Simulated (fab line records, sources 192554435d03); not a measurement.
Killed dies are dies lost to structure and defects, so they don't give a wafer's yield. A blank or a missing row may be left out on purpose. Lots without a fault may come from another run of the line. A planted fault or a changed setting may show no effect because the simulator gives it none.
fab line records | flow n5_finfet
record lots=7 wafers=21
route steps=1938 shown SD_EPI_P@321 SD_ACTIVATION@330 SDB@348 HKMG_FIN@427 GATE_CUT@490
start_h: hours from the record's first day to the start of the lot's first wafer shown | wait_h: hours since the lot's step before | " the same as in the row above | L1.1+2: a row that stands for several wafers | - no value, or no start given | * or withheld: withheld | < > ~ a bound
route shown NAME@n: a module of which the file shows steps, and the number in the route of the first | usual: mean/standard deviation of fault-free wafers | same: alike in all rows | chamber/n: place in a boat | sites: the reading at each site | _std_site: their standard deviation | _edge_site: outer sites' mean less inner sites' | radius_mm: how far each site lies from the wafer's centre | mask NAME#n: copy n | behind: the tool/chamber that last shaped the wafer | hold: why the lot was held/for how many hours/how that ended | device: the transistor (n, p or np) that didn't switch | end of line: the same wafers' tests at the end of the route | a step without rows: its recipe alone | killed: dies lost to structure and defects at the first sort, not the wafer's yield | map: a wafer's dies, x killed, . not, _ none there
set.NAME: the setting as run; set.NAME@STEP: as run at that earlier step | model.NAME: the simulator's own value behind a step, which no gauge read
lots whose settings were changed on purpose; a table a step, a row a wafer
## steps
# step N5_SD_EPI_P_EPI_21
# recipe material=SiGe:B dopant=B temp_c=550 pressure_torr=20 ambient=H2 time_s=355
# columns lot.wafer tool chamber start_h wait_h set.time_s model.SiGe-B_of_SD_EPI_P_EPI_21.thk_nm
L075.3 epi_rpcvd-01 0 65.18 0.8 319.3 57.2
L075.4 " 0 " " 355 60.6
L075.5 " 0 " " 355 60.4
L080.2+4 epi_rpcvd-02 0 91.26 0.5 355 59.4
L080.5 " 0 92.34 1.5 303.6 54.2
L082.1 epi_rpcvd-02 0 109.48 0.1 296.6 54.2
L082.3 " 0 " " 296.6 54.4
L082.4 " 0 " " 355 60.6
L086.4 epi_rpcvd-03 0 128.18 1.1 355 61.8
L086.5 " 0 " " 355 62.2
L086.6 " 0 " " 355 61.4
L092.2 epi_rpcvd-02 0 164.62 0.6 355 60.8
L092.4 " 0 " " 355 60.4
L092.5 " 0 " " 355 60.6
L096.3 epi_rpcvd-01 0 191.88 1.1 355 60.6
L096.4 " 0 " " 355 60.4
L096.5 " 0 " " 420.3 67.6
L097.1 epi_rpcvd-01 0 197.70 0.1 401.6 65.6
L097.3 " 0 " " 355 60.4
L097.5 " 0 " " 401.6 66
# step N5_SD_EPI_P_EPI_MEAS_23
# recipe mode=xrd
# usual thk_nm=60.6/1.2
# columns lot.wafer tool chamber start_h wait_h set.time_s@SD_EPI_P_EPI_21 thk_nm
L075.3 film_metro-01 - 66.66 1.1 319.3 57.6
L075.4 " - " " 355 61.7
L075.5 " - " " 355 61.3
L080.2 film_metro-02 - 93.10 1.5 355 59.9
L080.4 " - " " 355 59.1
L080.5 " - " " 303.6 53.1
L082.1 film_metro-02 - 111.68 1.9 296.6 54.0
L082.3 " - " " 296.6 53.1
L082.4 " - " " 355 61.4
L086.4 film_metro-01 - 129.30 0.8 355 62.1
L086.5 " - " " 355 63.4
L086.6 " - " " 355 60.2
L092.2 film_metro-02 - 167.06 2.0 355 58.2
L092.4 " - " " 355 59.8
L092.5 " - " " 355 60.4
L096.3 film_metro-02 - 193.84 1.5 355 60.5
L096.4 " - " " 355 60.3
L096.5 " - " " 420.3 66.8
L097.1 film_metro-01 - 199.89 1.8 401.6 64.6
L097.3 " - " " 355 60.9
L097.5 " - " " 401.6 67.2
# step N5_SD_EPI_P_HM_STRIP_48
# recipe chemistry=H3PO4 temp_c=160 material=SiNx target=SiNx target_depth_a=30 overetch_fraction=0.3
# columns lot.wafer tool chamber start_h wait_h set.time_s@SD_EPI_P_EPI_21 model.SiGe-B_of_SD_EPI_P_EPI_21.thk_nm
L075.3 wet_bench-05 0 66.69 0.0 319.3 56.8
L075.4 " 3 " " 355 60.4
L075.5 " 2 " " 355 60.2
L080.2 wet_bench-06 1 93.13 0.0 355 59
L080.4 " 4 " " 355 59.2
L080.5 " 3 " " 303.6 54
L082.1 wet_bench-02 2 111.71 0.0 296.6 54
L082.3 " 4 " " 296.6 54.2
L082.4 " 1 " " 355 60.2
L086.4 wet_bench-05 1 129.33 0.0 355 61.6
L086.5 " 3 " " 355 61.8
L086.6 " 7 " " 355 61
L092.2+5 wet_bench-06 4,3 167.09 0.0 355 60.4
L092.4 " 6 " " 355 60.2
L096.3 wet_bench-06 2 193.87 0.0 355 60.4
L096.4 " 5 " " 355 60.2
L096.5 " 0 " " 420.3 67.4
L097.1 wet_bench-06 1 199.93 0.0 401.6 65.2
L097.3 " 7 " " 355 60.2
L097.5 " 4 " " 401.6 65.6
# step N5_SD_EPI_P_SRD_49
# recipe dry=ipa_marangoni time_s=30 temp_c=23 rinse_liquid=diw
# step N5_SD_EPI_P_PRECLEAN_24
# recipe chemistry=O3/DIW time_s=45 temp_c=22 o3_ppm=10
# step N5_SD_ACTIVATION_RTA_00
# recipe temp_c=975 time_s=0 ambient=N2 idle_temp_c=600 ramp_up_c_per_s=150 ramp_down_c_per_s=60 cool_to_c=600
# step N5_SD_ACTIVATION_LSA_01
# recipe temp_c=1080 time_s=0.0008 ambient=N2
# step N5_SD_ACTIVATION_RS_MEAS_03
# recipe thk_meas_gauge=four-point-probe
# usual RS_SD_N=21.86/0.25 RS_SD_P=56.4/0.96
# columns lot.wafer tool chamber start_h wait_h set.time_s@SD_EPI_P_EPI_21 RS_SD_N[ohm/sq] RS_SD_P[ohm/sq]
L075.3 film_metro-02 - 67.31 0.2 319.3 21.89 59.9
L075.4 " - " " 355 22.13 56.7
L075.5 " - " " 355 21.80 55.4
L080.2 film_metro-02 - 93.74 0.2 355 22.06 58.5
L080.4 " - " " 355 21.89 58.5
L080.5 " - " " 303.6 21.73 64.2
L082.1 film_metro-01 - 112.41 0.2 296.6 21.78 62.8
L082.3 " - " " 296.6 22.13 62.6
L082.4 " - " " 355 22.11 56.2
L086.4 film_metro-02 - 129.96 0.1 355 22.20 55.3
L086.5 " - " " 355 21.80 55.0
L086.6 " - " " 355 21.97 56.3
L092.2 film_metro-02 - 167.69 0.2 355 21.71 55.7
L092.4 " - " " 355 21.85 56.3
L092.5 " - " " 355 21.83 55.9
L096.3 film_metro-02 - 194.48 0.2 355 22.03 57.1
L096.4 " - " " 355 22.05 57.0
L096.5 " - " " 420.3 21.88 50.8
L097.1 film_metro-01 - 200.50 0.2 401.6 21.97 52.3
L097.3 " - " " 355 21.81 56.6
L097.5 " - " " 401.6 21.61 51.6
# step N5_SDB_COAT_03
# recipe resist=SOC temp_c=250 time_s=60 spin_rpm=1500 resist_thk_nm=100
# columns lot.wafer tool chamber start_h wait_h set.spin_rpm model.SOC_of_SDB_COAT_03.thk_nm
L075.3 litho_track-05 0 75.17 0.1 1500 100
L075.4 " 0 " " 1500 100.2
L075.5 " 0 " " 1564 98.2
L080.2 litho_track-05 0 100.82 0.1 1561 98
L080.4 " 0 " " 1500 100.2
L080.5 " 0 " " 1500 99.8
L082.1 litho_track-03 0 119.34 0.1 1642 95.2
L082.3 " 0 " " 1500 100.4
L082.4 " 0 " " 1642 96
L086.4+5 litho_track-04 0 137.69 0.0 1408 103.2
L086.6 " 0 " " 1500 100.2
L092.2 litho_track-05 0 174.50 0.1 1500 100.2
L092.4 " 0 " " 1500 99.8
L092.5 " 0 " " 1500 100
L096.3 litho_track-05 0 201.15 0.1 1620 95.8
L096.4 " 0 " " 1500 99.6
L096.5 " 0 " " 1620 95.6
L097.1 litho_track-05 0 207.19 0.1 1500 100
L097.3 " 0 " " 1395 103.2
L097.5 " 0 " " 1500 99.6
# step N5_SDB_EXPOSE_08
# recipe mask_id=SDB na=1.35 source_shape=conventional sigma_outer=0.5 polarization=unpolarized dose_mj=49.6
# columns lot.wafer tool chamber start_h wait_h mask set.dose_mj
L075.3+4 arfi_scanner-01 0 75.30 - SDB#0 49.6
L075.5 " 0 " " SDB#0 46.85
L080.2+4+5 arfi_scanner-02 0 100.94 - SDB#0 49.6
L082.1+3+4 arfi_scanner-03 0 119.59 - SDB#0 49.6
L086.4+6 arfi_scanner-03 0 137.83 - SDB#0 49.6
L086.5 " 0 " " SDB#0 53.16
L092.2+4+5 arfi_scanner-03 0 174.74 - SDB#0 49.6
L096.3 arfi_scanner-03 0 201.28 - SDB#0 52.26
L096.4+5 " 0 " " SDB#0 49.6
L097.1+3+5 arfi_scanner-03 0 207.31 - SDB#0 46.45
# step N5_SDB_PEB_09
# recipe peb_temp_c=withheld peb_time_s=60 resist=CAR-ArF
# step N5_SDB_DEVELOP_10
# recipe develop_time_s=30 developer=TMAH resist=CAR-ArF rinse_liquid=diw dry=air_spin dev_temp_c=23
# step N5_SDB_CD_MEAS_11
# recipe target_cd_nm=50 landing_energy_ev=500 detector=se_inlens polarity=opening
# usual cd_nm=49.4/1.2
# columns lot.wafer tool chamber start_h wait_h set.dose_mj@SDB_EXPOSE_08 cd_nm
L075.3 cd_sem-03 0 75.42 - 49.6 48.3
L075.4 " 0 " " 49.6 49.6
L075.5 " 0 " " 46.85 41.8
L080.2 cd_sem-02 0 101.07 - 49.6 49.2
L080.4 " 0 " " 49.6 49.7
L080.5 " 0 " " 49.6 50.4
L082.1 cd_sem-03 0 119.71 - 49.6 48.3
L082.3 " 0 " " 49.6 50.4
L082.4 " 0 " " 49.6 48.0
L086.4 cd_sem-03 0 137.94 - 49.6 47.8
L086.5 " 0 " " 53.16 55.0
L086.6 " 0 " " 49.6 47.5
L092.2 cd_sem-03 0 174.87 - 49.6 49.5
L092.4 " 0 " " 49.6 48.6
L092.5 " 0 " " 49.6 48.4
L096.3 cd_sem-02 0 201.40 - 52.26 55.6
L096.4 " 0 " " 49.6 49.5
L096.5 " 0 " " 49.6 50.0
L097.1 cd_sem-03 0 207.44 - 46.45 42.4
L097.3 " 0 " " 46.45 42.6
L097.5 " 0 " " 46.45 44.2
# step N5_SDB_DESCUM_16
# recipe chemistry=O2 time_s=7.9 source_power_w=50 bias_power_w=20 pressure_mtorr=20 rf_frequency_hz=2.712e+07 temp_c=40 resist=CAR-ArF o2_flow_sccm=225
# step N5_SDB_ETCH_17
# recipe chemistry=CF4 target=SiARC target_depth_a=234 mask_material=CAR-ArF time_s=39 ion_energy_ev=80 pressure_mtorr=40 source_w=545 bias_w=36 Ar_flow_sccm=100 cf4_flow_sccm=100 ends=cleared
# step N5_SDB_ETCH_18
# recipe chemistry=N2/H2 target=SOC target_depth_a=1000 overetch_a=200 mask_material=SiARC temp_c=40 time_s=150 ion_energy_ev=200 pressure_mtorr=30 source_w=840 bias_w=150 n2_flow_sccm=200 h2_flow_sccm=200
# columns lot.wafer tool chamber start_h wait_h set.spin_rpm@SDB_COAT_03 model.etch.depth_nm
L075.3+4 rie_diel-02 3,0 75.92 0.0 1500 100.1
L075.5 " 1 " " 1564 98.15
L080.2 rie_diel-02 1 101.22 0.0 1561 98.05
L080.4 " 2 " " 1500 100.2
L080.5 " 3 " " 1500 99.77
L082.1 rie_diel-05 0 119.87 0.0 1642 95.27
L082.3 " 3 " " 1500 100.3
L082.4 " 2 " " 1642 95.92
L086.4 rie_diel-06 3 138.16 0.0 1408 103.1
L086.5 " 2 " " 1408 103.3
L086.6 " 3 " " 1500 100.1
L092.2 rie_diel-06 3 175.02 0.0 1500 100.1
L092.4 " 2 " " 1500 99.82
L092.5 " 0 " " 1500 99.95
L096.3 rie_diel-02 0 201.56 0.0 1620 95.79
L096.4 " 1 " " 1500 99.58
L096.5 " 2 " " 1620 95.57
L097.1 rie_diel-02 3 207.68 0.0 1500 99.92
L097.3 " 1 " " 1395 103.3
L097.5 " 3 " " 1500 99.69
# step N5_SDB_STRIP_19
# recipe chemistry=N2/H2 temp_c=40 n2_flow_sccm=200 h2_flow_sccm=200 rf_frequency_hz=6e+07
# step N5_SDB_STRIP_21
# recipe chemistry=CF4 resist=SiARC power_w=300 bias_power_w=75 pressure_mtorr=50 cf4_flow_sccm=150 rf_frequency_hz=6e+07
# step N5_SDB_HM_OPEN_20
# recipe chemistry=CH3F/O2 target=SiNx mask_material=SOC target_depth_a=240 stop_on=poly-Si over_etch_frac=0.4 ion_energy_ev=120 pressure_mtorr=30 source_w=395 bias_w=73 Ar_flow_sccm=150 CH3F_flow_sccm=30 O2_flow_sccm=20
# columns lot.wafer tool chamber start_h wait_h set.spin_rpm@SDB_COAT_03 model.SOC_of_SDB_COAT_03.thk_nm
L075.3 rie_diel-02 3 76.08 0.0 1500 84
L075.4 " 0 " " 1500 83.8
L075.5 " 1 " " 1564 82
L080.2 rie_diel-02 1 101.38 0.0 1561 81.8
L080.4 " 2 " " 1500 84.4
L080.5 " 3 " " 1500 83.6
L082.1 rie_diel-05 0 120.03 0.0 1642 78.6
L082.3 " 3 " " 1500 84.6
L082.4 " 2 " " 1642 80.2
L086.4 rie_diel-06 3 138.32 0.0 1408 87.4
L086.5 " 2 " " 1408 87.8
L086.6 " 3 " " 1500 84.2
L092.2+4+5 rie_diel-06 3,2,0 175.18 0.0 1500 84.4
L096.3 rie_diel-02 0 201.71 0.0 1620 79.4
L096.4 " 1 " " 1500 83.4
L096.5 " 2 " " 1620 79.8
L097.1+5 rie_diel-02 3 207.84 0.0 1500 83.8
L097.3 " 1 " " 1395 87.4
# step N5_SDB_STRIP_22
# recipe chemistry=N2/H2 power_w=1000 temp_c=250 h2_frac=0.65 overash_fraction=0.3 pressure_mtorr=withheld n2_flow_sccm=1750 h2_flow_sccm=3250
# usual strip_time_to_endpoint_s=96.4/0.44
# columns lot.wafer tool chamber start_h wait_h set.spin_rpm@SDB_COAT_03 strip_time_to_endpoint_s
L075.3 plasma_asher-02 0 76.20 0.1 1500 96.1
L075.4 " 1 " " 1500 96.0
L075.5 " 0 " " 1564 94.3
L080.2 plasma_asher-02 1 101.46 0.1 1561 94.2
L080.4 " 0 " " 1500 96.6
L080.5 " 0 " " 1500 95.9
L082.1 plasma_asher-02 0 120.11 0.1 1642 91.2
L082.3 " 0 " " 1500 96.8
L082.4 " 1 " " 1642 92.6
L086.4 plasma_asher-01 1 138.44 0.1 1408 99.4
L086.5 " 0 " " 1408 99.8
L086.6 " 1 " " 1500 96.4
L092.2 plasma_asher-01 1 175.26 0.1 1500 96.5
L092.4 " 1 " " 1500 96.6
L092.5 " 1 " " 1500 96.6
L096.3 plasma_asher-02 0 201.83 0.1 1620 91.9
L096.4 " 1 " " 1500 95.6
L096.5 " 1 " " 1620 92.2
L097.1 plasma_asher-02 0 207.92 0.1 1500 96.1
L097.3 " 1 " " 1395 99.4
L097.5 " 0 " " 1500 96.1
# step N5_HKMG_FIN_EXPOSE_09
# recipe mask_id=NWFM na=1.35 source_shape=conventional sigma_outer=0.8 polarization=unpolarized dose_mj=39.25
# columns lot.wafer tool chamber start_h wait_h mask set.dose_mj
L075.3+5 arfi_scanner-02 0 84.33 - NWFM#0 39.25
L075.4 " 0 " " NWFM#0 41.32
L080.2+4+5 arfi_scanner-01 0 110.19 - NWFM#0 39.25
L082.1+3+4 arfi_scanner-03 0 128.56 - NWFM#0 39.25
L086.4 arfi_scanner-02 0 147.01 - NWFM#0 38.46
L086.5+6 " 0 " " NWFM#0 39.25
L092.2+4+5 arfi_scanner-01 0 183.93 - NWFM#0 39.25
L096.3+4+5 arfi_scanner-03 0 210.32 - NWFM#0 39.25
L097.1+3 arfi_scanner-01 0 216.61 - NWFM#0 39.25
L097.5 " 0 " " NWFM#0 37.49
# step N5_HKMG_FIN_PEB_10
# recipe peb_temp_c=withheld peb_time_s=60 resist=CAR-ArF
# step N5_HKMG_FIN_DEVELOP_11
# recipe develop_time_s=30 developer=TMAH resist=CAR-ArF dev_temp_c=23 rinse_liquid=diw dry=air_spin
# step N5_HKMG_FIN_CD_MEAS_12
# recipe target_cd_nm=92.8 landing_energy_ev=500 detector=se_inlens
# usual cd_nm=93.1/0.62
# columns lot.wafer tool chamber start_h wait_h set.dose_mj@HKMG_FIN_EXPOSE_09 cd_nm
L075.3 cd_sem-02 0 84.45 - 39.25 93.2
L075.4 " 0 " " 41.32 96.9
L075.5 " 0 " " 39.25 94.3
L080.2 cd_sem-03 0 110.31 - 39.25 93.0
L080.4 " 0 " " 39.25 93.3
L080.5 " 0 " " 39.25 93.1
L082.1 cd_sem-03 0 128.68 - 39.25 93.5
L082.3 " 0 " " 39.25 93.7
L082.4 " 0 " " 39.25 94.2
L086.4 cd_sem-02 0 147.12 - 38.46 91.1
L086.5 " 0 " " 39.25 92.9
L086.6 " 0 " " 39.25 92.5
L092.2 cd_sem-01 0 184.05 - 39.25 92.9
L092.4 " 0 " " 39.25 93.4
L092.5 " 0 " " 39.25 92.0
L096.3 cd_sem-03 0 210.43 - 39.25 93.5
L096.4 " 0 " " 39.25 93.4
L096.5 " 0 " " 39.25 94.1
L097.1 cd_sem-01 0 216.73 - 39.25 92.8
L097.3 " 0 " " 39.25 93.7
L097.5 " 0 " " 37.49 90.1
# step N5_GATE_CUT_DESCUM_18
# recipe chemistry=O2 time_s=7 source_power_w=50 bias_power_w=20 pressure_mtorr=20 rf_frequency_hz=2.712e+07 temp_c=40 resist=CAR-EUV o2_flow_sccm=225
# columns lot.wafer tool chamber start_h wait_h set.time_s model.CAR-EUV_of_GATE_CUT_COAT_07.thk_nm
L075.3+5 rie_diel-04 3 93.77 0.0 7 26
L075.4 " 0 " " 7.526 25.8
L080.2 rie_diel-01 2 119.34 0.0 6.489 26.4
L080.4 " 1 " " 7 26.2
L080.5 " 1 " " 6.489 26.6
L082.1+3+4 rie_diel-01 3,0,0 138.24 0.0 6.287 26.4
L086.4+5+6 rie_diel-04 2,3,2 155.90 0.0 7 26.2
L092.2+4 rie_diel-04 2,0 193.77 0.1 7 26.2
L092.5 " 3 " " 7 26
L096.3+5 rie_diel-04 0 218.76 0.0 7 26.2
L096.4 " 2 " " 5.536 27
L097.1 rie_diel-01 1 225.42 0.1 6.158 26.6
L097.3+5 " 2,1 " " 7 26.2
# step N5_GATE_CUT_ETCH_28
# recipe chemistry=N2/H2 target=underlayer target_depth_a=130 mask_material=CAR-EUV time_s=10.4 ion_energy_ev=200 pressure_mtorr=30 source_w=840 bias_w=150 n2_flow_sccm=200 h2_flow_sccm=200 ends=cleared
# columns lot.wafer tool chamber start_h wait_h set.time_s@GATE_CUT_DESCUM_18 model.CAR-EUV_of_GATE_CUT_COAT_07.thk_nm
L075.3 rie_diel-04 3 93.81 0.0 7 14.8
L075.4 " 0 " " 7.526 14.2
L075.5 " 3 " " 7 14.6
L080.2+5 rie_diel-01 2,1 119.37 0.0 6.489 15
L080.4 " 1 " " 7 14.8
L082.1 rie_diel-01 3 138.28 0.0 6.287 15
L082.3+4 " 0 " " 6.287 14.8
L086.4+6 rie_diel-04 2 155.94 0.0 7 14.8
L086.5 " 3 " " 7 15
L092.2 rie_diel-04 2 193.81 0.0 7 15
L092.4+5 " 0,3 " " 7 14.8
L096.3+5 rie_diel-04 0 218.80 0.0 7 14.8
L096.4 " 2 " " 5.536 15.6
L097.1 rie_diel-01 1 225.45 0.0 6.158 15.2
L097.3+5 " 2,1 " " 7 14.8
# step N5_GATE_CUT_ETCH_36
# recipe chemistry=CF4 target=SiARC target_depth_a=130 mask_material=CAR-EUV time_s=21.7 ion_energy_ev=80 pressure_mtorr=40 source_w=545 bias_w=36 Ar_flow_sccm=100 cf4_flow_sccm=100 ends=cleared
# columns lot.wafer tool chamber start_h wait_h set.time_s@GATE_CUT_DESCUM_18 model.CAR-EUV_of_GATE_CUT_COAT_07.thk_nm
L075.3+5 rie_diel-04 3 93.83 0.0 7 7
L075.4 " 0 " " 7.526 6.6
L080.2+5 rie_diel-01 2,1 119.39 0.0 6.489 7.4
L080.4 " 1 " " 7 7
L082.1 rie_diel-01 3 138.29 0.0 6.287 7.4
L082.3+4 " 0 " " 6.287 7.2
L086.4+6 rie_diel-04 2 155.96 0.0 7 7.2
L086.5 " 3 " " 7 7.4
L092.2+5 rie_diel-04 2,3 193.83 0.0 7 7.2
L092.4 " 0 " " 7 7
L096.3+5 rie_diel-04 0 218.82 0.0 7 7.2
L096.4 " 2 " " 5.536 8
L097.1 rie_diel-01 1 225.47 0.0 6.158 7.6
L097.3+5 " 2,1 " " 7 7.2
# step N5_GATE_CUT_CUT_ETCH_53
# recipe chemistry=SF6/Cl2 target=W mask_material=SiO2 target_depth_a=792 pressure_mtorr=8 icp_w=900 bias_w=80 SF6_flow_sccm=40 Cl2_flow_sccm=60 ends=cleared
# usual etch_rf_on_time_s=26.3/0.71
# columns lot.wafer tool chamber start_h wait_h set.icp_w etch_rf_on_time_s
L075.3 rie_metal-01 0 94.20 0.1 900 25.2
L075.4 " 0 " " 900 25.2
L075.5 " 0 " " 900 25.1
L080.2 rie_metal-03 0 119.73 0.1 745.3 31.4
L080.4 " 0 " " 900 26.4
L080.5 " 1 " " 745.3 31.6
L082.1 rie_metal-03 1 138.64 0.1 900 26.8
L082.3 " 0 " " 900 27.0
L082.4 " 1 " " 783.4 30.2
L086.4 rie_metal-01 1 156.31 0.1 993.8 24.0
L086.5 " 0 " " 993.8 22.9
L086.6 " 1 " " 900 26.3
L092.2 rie_metal-03 0 194.17 0.1 900 27.2
L092.4 " 1 " " 900 26.8
L092.5 " 0 " " 900 26.8
L096.3 rie_metal-03 1 219.18 0.1 900 26.6
L096.4 " 0 " " 900 26.7
L096.5 " 1 " " 741.4 31.2
L097.1 rie_metal-01 0 225.81 0.1 900 25.0
L097.3 " 1 " " 900 26.3
L097.5 " 1 " " 964.3 24.9
## key
split step=N5_SD_EPI_P_EPI_21 setting=time_s stated=355 by=wafer
response step=N5_SD_EPI_P_EPI_21 reading=model.SiGe-B_of_SD_EPI_P_EPI_21.thk_nm change=+0.379 per=1% r=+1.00
response step=N5_SD_EPI_P_EPI_MEAS_23 reading=thk_nm change=* per=1% r=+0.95
response step=N5_SD_EPI_P_HM_STRIP_48 reading=model.SiGe-B_of_SD_EPI_P_EPI_21.thk_nm change=+0.374 per=1% r=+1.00
response step=N5_SD_ACTIVATION_RS_MEAS_03 reading=RS_SD_P change=-0.368 per=1% r=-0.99
split step=N5_SDB_COAT_03 setting=spin_rpm stated=1500 by=wafer
response step=N5_SDB_COAT_03 reading=model.SOC_of_SDB_COAT_03.thk_nm change=-0.491 per=1% r=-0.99
response step=N5_SDB_ETCH_18 reading=model.etch.depth_nm change=-0.493 per=1% r=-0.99
response step=N5_SDB_HM_OPEN_20 reading=model.SOC_of_SDB_COAT_03.thk_nm change=-0.519 per=1% r=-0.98
response step=N5_SDB_STRIP_22 reading=strip_time_to_endpoint_s change=* per=1% r=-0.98
split step=N5_SDB_EXPOSE_08 setting=dose_mj stated=49.6 by=wafer
response step=N5_SDB_CD_MEAS_11 reading=cd_nm change=+1.11 per=1% r=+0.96
split step=N5_HKMG_FIN_EXPOSE_09 setting=dose_mj stated=39.25 by=wafer
response step=N5_HKMG_FIN_CD_MEAS_12 reading=cd_nm change=+0.654 per=1% r=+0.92
split step=N5_GATE_CUT_DESCUM_18 setting=time_s stated=7 by=wafer
response step=N5_GATE_CUT_DESCUM_18 reading=model.CAR-EUV_of_GATE_CUT_COAT_07.thk_nm change=-0.0365 per=1% r=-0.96
response step=N5_GATE_CUT_ETCH_28 reading=model.CAR-EUV_of_GATE_CUT_COAT_07.thk_nm change=-0.0387 per=1% r=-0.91
response step=N5_GATE_CUT_ETCH_36 reading=model.CAR-EUV_of_GATE_CUT_COAT_07.thk_nm change=-0.0397 per=1% r=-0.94
split step=N5_GATE_CUT_CUT_ETCH_53 setting=icp_w stated=900 by=wafer
response step=N5_GATE_CUT_CUT_ETCH_53 reading=etch_rf_on_time_s change=* per=1% r=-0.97
